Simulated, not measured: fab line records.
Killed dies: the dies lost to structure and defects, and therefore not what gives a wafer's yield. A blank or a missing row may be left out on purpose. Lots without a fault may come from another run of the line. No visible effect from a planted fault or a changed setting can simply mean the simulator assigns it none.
Chamber matching | flow nand_harc | 4 sister chambers for NHARC_A_CONTACT_ETCH_106 on rie_diel-11
The step etches the open film in CF4/O2, target depth 60 nm, overetch 6 nm, time 33 s. 4 wafers are shown with their chamber, then 7 later ones without.

## EACH WAFER AND ITS CHAMBER
wafer  | chamber | showerhead_plenum_p_Torr (Torr)
L092.1 | 1       | 1.41
L092.4 | 3       | 1.24
L094.1 | 0       | 1.26
L094.4 | 2       | 1.42

## WAFERS WITHOUT THEIR CHAMBER
wafer  | showerhead_plenum_p_Torr (Torr)
L094.6 | 1.26
L096.2 | 1.41
L096.4 | 1.42
L096.5 | 1.41
L095.1 | 1.24
L095.3 | 1.25
L095.6 | 1.42

## WHICH CHAMBER EACH ONE RAN IN
wafer  | from the rows above     | in truth
L094.6 | 0                       | 0
L096.2 | 1                       | 1
L096.4 | 2                       | 2
L096.5 | 1                       | 1
L095.1 | 3                       | 3
L095.3 | can't be placed: 0 or 3 | 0
L095.6 | 2                       | 2
Placed correctly: 6 of 7. Cannot be placed on the basis of these rows: 1; the candidates contain the true chamber in 1. Number placed wrongly: 0.
How it was worked out, from the rows above alone: a wafer's distance from a chamber is the root of the sum, over the readings, of the square of ((its reading less the chamber's mean) divided by the reading's scatter). If the next closest chamber is less than 2 further off than the closest, the wafer can't be placed; otherwise it belongs to the closest. The mean given for a chamber averages the wafers shown for that chamber. The scatter: root of mean squared gap, hidden wafer to nearest shown wafer, with one shown wafer a chamber.
